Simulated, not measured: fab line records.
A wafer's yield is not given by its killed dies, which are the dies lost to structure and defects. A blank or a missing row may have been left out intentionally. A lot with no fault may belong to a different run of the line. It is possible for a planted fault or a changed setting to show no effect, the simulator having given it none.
Matching of chambers / flow n5-finfet / 4 sister chambers for N5_DUMMY_GATE_ALD_02 on ald-sin-01
The step deposits SiO2, target thk 2 nm, pulse time 1 s. 4 wafers are shown with their chamber, then 8 later ones without.

## WAFERS WITH THEIR CHAMBER
wafer=L083.6; chamber=2; heater-power-outer-w (W)=268
wafer=L084.4; chamber=1; heater-power-outer-w (W)=273
wafer=L087.5; chamber=3; heater-power-outer-w (W)=229
wafer=L092.1; chamber=0; heater-power-outer-w (W)=274

## WAFERS WITH NO CHAMBER GIVEN
wafer=L092.2; heater-power-outer-w (W)=269
wafer=L092.3; heater-power-outer-w (W)=274
wafer=L093.1; heater-power-outer-w (W)=266
wafer=L093.3; heater-power-outer-w (W)=267
wafer=L093.5; heater-power-outer-w (W)=272
wafer=L097.3; heater-power-outer-w (W)=266
wafer=L097.5; heater-power-outer-w (W)=234
wafer=L097.6; heater-power-outer-w (W)=272

## WHICH CHAMBER EACH ONE RAN IN
wafer=L092.2; from the rows above=can't be placed: 2 or 1 or 0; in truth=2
wafer=L092.3; from the rows above=can't be placed: 0 or 1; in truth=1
wafer=L093.1; from the rows above=2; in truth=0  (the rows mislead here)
wafer=L093.3; from the rows above=2; in truth=2
wafer=L093.5; from the rows above=can't be placed: 1 or 0 or 2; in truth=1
wafer=L097.3; from the rows above=2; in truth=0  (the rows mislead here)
wafer=L097.5; from the rows above=3; in truth=3
wafer=L097.6; from the rows above=can't be placed: 1 or 0 or 2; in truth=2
Correct placement for 2 of the 8. Unplaceable from these rows: 4, with the true chamber sitting among the candidates in 4. 2 placed wrongly.
How it was worked out, from the rows above alone: a wafer's distance from a chamber is the root of the sum, over the readings, of the square of ((its reading less the chamber's mean) divided by the reading's scatter). The wafer belongs to the nearest chamber; if the next one is less than 2 further off, it can't be placed. A chamber's mean is the mean of its shown wafers. The scatter: with one shown wafer a chamber, the root of the mean of the squares of how far each hidden wafer lies from its nearest shown one.
